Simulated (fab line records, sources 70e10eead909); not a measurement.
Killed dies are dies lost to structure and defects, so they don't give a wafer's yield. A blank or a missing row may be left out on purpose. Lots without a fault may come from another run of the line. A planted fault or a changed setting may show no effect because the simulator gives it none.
fab line records | flow nand_harc
record lots=13 wafers=39 last_day=33
route steps=1302 shown A_CHANNEL_HOLE_D1@487 A_CHANNEL_FILL_D1@496 A_DECK1_JOINT@526 END@1302
lots that met no fault: from a run of the same line without faults
start_h: hours from the record's first day to the start of the lot's first wafer shown | wait_h: hours since the lot's step before | " the same as in the row above | L1.1+2: a row that stands for several wafers | - no value, or no start given | * or withheld: withheld | < > ~ a bound
route shown NAME@n: a module of which the file shows steps, and the number in the route of the first | usual: mean/standard deviation of fault-free wafers | same: alike in all rows | chamber/n: place in a boat | sites: the reading at each site | _std_site: their standard deviation | _edge_site: outer sites' mean less inner sites' | radius_mm: how far each site lies from the wafer's centre | mask NAME#n: copy n | behind: the tool/chamber that last shaped the wafer | hold: why the lot was held/for how many hours/how that ended | device: the transistor (n, p or np) that didn't switch | end of line: the same wafers' tests at the end of the route | a step without rows: its recipe alone | killed: dies lost to structure and defects at the first sort, not the wafer's yield | map: a wafer's dies, x killed, . not, _ none there
set.NAME: the setting as run; set.NAME@STEP: as run at that earlier step | model.NAME: the simulator's own value behind a step, which no gauge read
steps of the route over a sample of lots; a table a step, a row a wafer
services: from which hour (start_h, from the record's first day; less than 0 if before it) a tool's chamber was out of use, for how many hours, and why
## steps
# step NHARC_A_CHANNEL_HOLE_D1_CD_MEAS_30
# usual cd_nm=89.7/1.2
# columns lot.wafer tool chamber start_h wait_h cd_nm
L387.3 cd_sem-02 - 189.00 - 87.6
L387.4 " - " " 89.2
L387.6 " - " " 89.3
L389.1 cd_sem-02 - 213.41 - 90.3
L389.4 " - " " 91.0
L389.5 " - " " 89.9
L392.1 cd_sem-01 - 231.75 - 88.5
L392.5 " - " " 89.5
L392.6 " - " " 90.8
L393.2 cd_sem-03 - 259.30 - 90.1
L393.3 " - " " 90.6
L393.6 " - " " 90.9
L395.1 cd_sem-02 - 268.53 - 87.9
L395.3 " - " " 87.4
L395.4 " - " " 86.8
L396.2 cd_sem-01 - 272.31 - 91.0
L396.5 " - " " 90.1
L396.6 " - " " 90.1
L398.1 cd_sem-01 - 291.00 - 88.5
L398.3 " - " " 89.3
L398.4 " - " " 88.0
L399.2 cd_sem-01 - 313.71 - 88.7
L399.5 " - " " 89.6
L399.6 " - " " 91.3
L405.1 cd_sem-03 - 366.14 - 90.6
L405.4 " - " " 88.8
L405.5 " - " " 90.2
L407.2 cd_sem-03 - 389.13 - 91.1
L407.3 " - " " 89.3
L407.4 " - " " 88.9
L408.1 cd_sem-03 - 399.69 - 90.1
L408.4 " - " " 90.8
L408.6 " - " " 91.5
L409.4 cd_sem-02 - 409.94 - 90.3
L409.5 " - " " 89.8
L409.6 " - " " 90.5
L410.2 cd_sem-02 - 411.80 - 89.9
L410.4 " - " " 88.5
L410.6 " - " " 90.8
# step NHARC_A_CHANNEL_FILL_D1_ALD_16
# recipe target_thk_a=15 pulse_time_s=10 ald_cycles=15 temp_c=300 material=SiO2
# usual heater_power_w=467/40 precursor_pulse_height_rel=1.000/0.02
# columns lot.wafer tool chamber start_h wait_h heater_power_w precursor_pulse_height_rel
L387.4 ald_hk-03 0 200.75 0.1 479 1.005
L387.3 " 3 " " 390 1.000
L387.6 " 0 " " 471 1.029
L389.1 ald_hk-01 2 228.37 1.6 450 1.041
L389.4 " 3 " " 476 1.007
L389.5 " 1 " " 482 0.992
L392.1 ald_hk-01 3 244.91 0.1 477 0.998
L392.6 " 1 " " 470 1.011
L392.5 " 2 " " 468 1.014
L393.2 ald_hk-03 1 274.04 0.1 484 1.015
L393.3 " 2 " " 455 0.964
L393.6 " 0 " " 458 0.992
L395.1 ald_hk-04 0 281.67 0.1 506 0.985
L395.3 " 1 " " 505 0.977
L395.4 " 2 " " 398 0.990
L396.2 ald_hk-04 1 285.37 0.1 492 0.983
L396.6 " 2 " " 396 0.982
L396.5 " 3 " " 503 1.002
L398.1 ald_hk-03 3 306.03 2.6 368 0.995
L398.3 " 1 " " 488 1.011
L398.4 " 2 " " 464 0.970
L399.2 ald_hk-04 2 326.37 0.1 397 0.991
L399.6 " 0 " " 522 0.993
L399.5 " 1 " " 487 1.028
L405.1 ald_hk-03 1 378.98 0.3 490 1.003
L405.4 " 2 " " 461 1.027
L405.5 " 0 " " 445 1.013
L407.2 ald_hk-04 3 403.96 0.1 510 1.018
L407.4 " 0 " " 509 0.981
L407.3 " 1 " " 501 0.986
L408.1 ald_hk-04 3 412.24 0.1 519 0.981
L408.4 " 1 " " 507 1.005
L408.6 " 3 " " 520 0.998
L410.2 ald_hk-04 0 422.65 0.1 501 1.027
L410.4 " 1 " " 505 0.984
L410.6 " 0 " " 522 0.960
L409.4 ald_hk-01 1 422.65 0.1 483 1.008
L409.5 " 0 " " 472 1.009
L409.6 " 1 " " 488 1.002
# step NHARC_A_DECK1_JOINT_CVD_12
# recipe target_thk_a=900 temp_c=620 pressure_mtorr=200 time_s=1800 material=poly-Si
# usual pressure_mtorr=200.0/0.42 run_length_s=1801.7/0.48 spike_tc_bottom_C=641.3/2.5
# columns lot.wafer tool chamber start_h wait_h pressure_mtorr run_length_s spike_tc_bottom_C
L387.3 lpcvd_poly-02 0 243.83 2.6 199.9 1801.1 644.6
L387.4 " 0 " " 199.7 1801.1 644.7
L387.6 " 0 " " 200.5 1801.1 644.8
L389.1 lpcvd_poly-04 0 274.64 2.4 200.0 1801.8 640.6
L389.4 " 0 " " 200.1 1801.8 642.0
L389.5 " 0 " " 199.5 1801.8 643.3
L392.1 lpcvd_poly-01 0 290.13 2.5 199.8 1801.7 638.9
L392.5 " 0 " " 199.6 1801.7 639.5
L392.6 " 0 " " 199.3 1801.7 639.0
L393.2 lpcvd_poly-02 0 321.18 2.6 199.6 1801.1 644.9
L393.3 " 0 " " 200.3 1801.1 644.5
L393.6 " 0 " " 199.4 1801.1 645.2
L395.1 lpcvd_poly-04 0 325.87 2.4 200.5 1802.2 639.6
L395.3 " 0 " " 200.2 1802.2 641.9
L395.4 " 0 " " 200.2 1802.2 641.4
L396.2 lpcvd_poly-02 - 332.12 2.6 - - -
L396.5 " - " " - - -
L396.6 " - " " - - -
L398.1 lpcvd_poly-04 - 349.27 2.4 - - -
L398.3 " - " " - - -
L398.4 " - " " - - -
L399.2 lpcvd_poly-01 0 369.31 2.6 200.1 1802.1 639.0
L399.5 " 0 " " 200.4 1802.1 637.1
L399.6 " 0 " " 200.0 1802.1 638.6
L405.1 lpcvd_poly-04 0 428.14 3.6 200.1 1801.8 640.6
L405.4 " 0 " " 200.1 1801.8 640.1
L405.5 " 0 " " 200.3 1801.8 641.0
L407.2 lpcvd_poly-02 0 450.55 2.6 199.9 1801.2 643.0
L407.3 " 0 " " 199.3 1801.2 645.1
L407.4 " 0 " " 200.2 1801.2 642.8
L408.1 lpcvd_poly-02 0 455.49 2.6 200.3 1801.0 644.2
L408.4 " 0 " " 200.6 1801.0 643.9
L408.6 " 0 " " 200.7 1801.0 643.5
L409.4 lpcvd_poly-01 0 467.17 3.9 200.0 1801.9 637.8
L409.5 " 0 " " 200.3 1801.9 638.4
L409.6 " 0 " " 200.0 1801.9 640.5
L410.2 lpcvd_poly-01 0 467.17 3.9 199.6 1801.7 637.8
L410.4 " 0 " " 200.0 1801.7 639.6
L410.6 " 0 " " 200.1 1801.7 638.4
# step NHARC_A_DECK1_JOINT_ETCHBACK_00
# recipe target_depth_a=300 time_s=17.4 hbr_flow_sccm=150 rf_w=350 icp_w=350 bias_w=60 chemistry=HBr
# usual drypump_motor_current_A=5.7/0.36 oes_product_au=0.999/0.0093 throttle_valve_pct=23.266/0.009
# columns lot.wafer tool chamber start_h wait_h drypump_motor_current_A oes_product_au rf_hours_counter_h throttle_valve_pct
L387.4 rie_si-06 2 247.10 0.1 6.3 1.014 1.0 23.262
L387.3 " 3 " " 5.8 0.997 1.0 23.271
L387.6 " 3 " " 5.8 0.996 - 23.277
L389.4 rie_si-06 1 277.91 0.1 5.9 1.011 0.1 23.254
L389.1 " 3 " " 5.8 1.005 0.1 23.273
L389.5 " 0 " " 6.0 1.002 - 23.272
L392.1 rie_si-06 1 293.40 0.1 5.9 1.003 0.3 23.273
L392.6 " 3 " " 5.8 1.005 - 23.275
L392.5 " 0 " " 6.0 0.985 - 23.264
L393.3 rie_si-03 1 324.41 0.1 5.0 0.990 0.5 23.274
L393.2 " 3 " " 5.5 0.999 0.7 23.257
L393.6 " 1 " " 5.0 0.990 - 23.252
L395.1 rie_si-02 1 329.03 0.1 6.1 1.022 0.2 23.256
L395.3 " 2 " " 5.8 1.012 0.2 23.269
L395.4 " 0 " " 5.8 0.998 0.3 23.250
L396.2 rie_si-03 3 335.34 0.1 5.5 0.999 0.8 23.269
L396.6 " 0 " " 5.4 0.998 - 23.257
L396.5 " 1 " " 5.0 0.998 - 23.255
L398.1 rie_si-06 1 352.52 0.1 5.9 1.000 0.7 23.279
L398.3 " 2 " " 6.3 0.991 0.6 23.267
L398.4 " 1 " " 5.9 0.994 - 23.263
L399.2 rie_si-06 2 372.54 0.1 6.3 0.999 0.7 23.259
L399.5 " 2 " " 6.3 0.987 - 23.272
L399.6 " 3 " " 5.7 1.004 - 23.264
L405.1 rie_si-03 0 431.52 0.1 5.4 0.986 0.1 23.249
L405.4 " 2 " " 5.2 0.984 0.1 23.263
L405.5 " 1 " " 5.0 0.990 - 23.267
L407.2 rie_si-03 2 453.76 0.1 5.1 0.984 0.4 23.268
L407.3 " 0 " " 5.4 1.004 0.3 23.260
L407.4 " 1 " " 5.0 1.006 0.3 23.256
L408.4 rie_si-06 2 458.73 0.1 6.3 0.989 0.2 23.269
L408.1 " 3 " " 5.7 0.998 0.2 23.268
L408.6 " 2 " " 6.3 0.997 - 23.261
L410.2 rie_si-06 3 470.45 0.1 5.8 0.988 0.3 23.267
L410.4 " 3 " " 5.8 0.999 - 23.256
L410.6 " 1 " " 5.9 0.984 - 23.277
L409.4 rie_si-02 2 470.47 0.1 5.8 1.000 0.1 23.265
L409.5 " 0 " " 5.7 1.000 - 23.268
L409.6 " 1 " " 6.2 1.004 - 23.259
# step NHARC_END_SORT_01
# recipe temp_c=25
# usual killed_at_array=56/18 killed_at_other=1.4/1.5 killed_at_periphery=4/3.1 killed_dies=61/19 killed_open=3.5/1.8 killed_short=2.4/1.4
# same gross_dies=677
# columns lot.wafer tool chamber start_h wait_h killed_at_array killed_at_other killed_at_periphery killed_dies killed_open killed_short
L396.2 prober-01 0 655.53 2.8 670 0 7 677 6 4
L396.5 prober-01 0 657.92 3.7 660 3 14 677 3 4
L396.6 prober-01 0 658.72 4.0 671 1 5 677 2 2
L398.1 prober-02 0 684.31 2.5 666 4 7 677 7 2
L398.3 prober-02 0 685.90 3.1 667 5 5 677 2 3
L398.4 prober-02 0 686.70 3.4 671 0 6 677 3 0
# killed by level:class
L396.2 A_DECK1_JOINT:area_cvd=623 A_CHANNEL_HOLE_D2:chamber_film_flake=16 A_STAIRCASE:chamber_film_flake=9 A_CHANNEL_HOLE_D1:chamber_film_flake=6 A_CONTACT:chamber_film_flake=4 P_CONTACT:chamber_film_flake=3 P_BONDPAD:chamber_film_flake=3 A_CHANNEL_FILL_D1:geometric_particle:open=2
L396.5 A_DECK1_JOINT:area_cvd=618 A_CHANNEL_HOLE_D2:chamber_film_flake=14 A_STAIRCASE:chamber_film_flake=11 A_CONTACT:chamber_film_flake=6 P_BONDPAD:chamber_film_flake=5 A_CHANNEL_HOLE_D1:chamber_film_flake=4 P_CONTACT:chamber_film_flake=3 THIN_TSV:chamber_film_flake=3
L396.6 A_DECK1_JOINT:area_cvd=631 A_CHANNEL_HOLE_D2:chamber_film_flake=15 A_STAIRCASE:chamber_film_flake=9 A_CHANNEL_HOLE_D1:chamber_film_flake=7 P_BONDPAD:chamber_film_flake=3 A_CONTACT:chamber_film_flake=3 P_CONTACT:chamber_film_flake=2 A_DECK1_JOINT:geometric_particle:open=1
L398.1 A_DECK1_JOINT:area_cvd=616 A_SLIT:chamber_film_flake=29 P_GATE:chamber_film_flake=4 A_CHANNEL_HOLE_D1:chamber_film_flake=4 THIN_TSV:chamber_film_flake=4 A_CHANNEL_FILL_D1:geometric_particle:open=3 A_BLC:geometric_particle:open=3 P_BONDPAD:chamber_film_flake=3
L398.3 A_DECK1_JOINT:area_cvd=622 A_SLIT:chamber_film_flake=29 THIN_TSV:chamber_film_flake=4 A_CONTACT:chamber_film_flake=3 P_STI:chamber_film_flake=2 P_BONDPAD:chamber_film_flake=2 A_CHANNEL_HOLE_D2:chamber_film_flake=2 A_STAIRCASE:chamber_film_flake=2
L398.4 A_DECK1_JOINT:area_cvd=625 A_SLIT:chamber_film_flake=36 P_BONDPAD:chamber_film_flake=3 A_CHANNEL_HOLE_D1:chamber_film_flake=3 P_GATE:chamber_film_flake=2 A_CONTACT:chamber_film_flake=2 P_CONTACT:geometric_particle:open=1 A_SGD_CUT:geometric_particle:open=1
## services
# columns tool chamber start_h hours kind
lpcvd_poly-02 - 206.00 26.0 pm
ald_hk-03 - 214.97 10.0 pm
rie_si-03 - 221.00 9.0 pm
rie_si-06 - 249.00 9.0 pm
ald_hk-04 - 256.18 10.0 pm
rie_si-03 - 269.87 1.5 repair
rie_si-02 - 277.00 9.0 pm
rie_si-06 3 284.73 2.6 repair
rie_si-06 2 289.18 5.9 repair
rie_si-02 3 291.86 2.7 repair
ald_hk-01 - 299.16 10.0 pm
rie_si-02 - 318.18 0.1 repair
rie_si-06 3 339.04 14.4 repair
rie_si-03 3 339.36 4.3 repair
rie_si-02 3 360.71 15.0 repair
rie_si-02 0 372.99 4.0 repair
rie_si-06 - 377.76 0.6 repair
ald_hk-03 - 392.97 10.0 pm
rie_si-03 - 398.00 9.0 pm
ald_hk-03 - 422.35 0.8 repair
rie_si-06 - 426.00 9.0 pm
rie_si-02 0 426.69 5.9 repair
ald_hk-04 - 434.18 10.0 pm
rie_si-06 2 459.76 11.9 repair
## key
first_sign step=NHARC_A_DECK1_JOINT_CVD_12 reading=tool_record direction=missing
effect step=NHARC_END_SORT_01 reading=killed_at_array direction=up sigmas=34 usual=56 struck=668
more_kills_born_at NHARC_A_DECK1_JOINT_CVD_12@lpcvd_poly-02=1871 NHARC_A_DECK1_JOINT_CVD_12@lpcvd_poly-04=1863
met_at NHARC_A_DECK1_JOINT_CVD_12
struck_lots L396,L398
later_rows_left_out L396.2,L396.5,L396.6,L398.1,L398.3,L398.4
tester_left_out L396,L398
not_acting_at NHARC_A_CHANNEL_HOLE_D1_CD_MEAS_30,NHARC_A_CHANNEL_FILL_D1_ALD_16,NHARC_A_DECK1_JOINT_ETCHBACK_00
onset_between 325.87 332.12
fault kind=skipped_step_whole tool=lpcvd_poly-02,lpcvd_poly-04 chamber=- onset_h=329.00 steps=NHARC_A_DECK1_JOINT_CVD_12 scope=struck_lots_only
# tester_left_out: of these lots the tester's yield and bins aren't shown, on N5 and GAA mostly nor the transistor test; their killed dies are dies lost to structure and defects alone, not to doping, threshold or leakage, so they don't give the yield
# later_rows_left_out: the simulator's readings of these wafers behind a module that went badly wrong aren't trusted and aren't shown, but for the sort
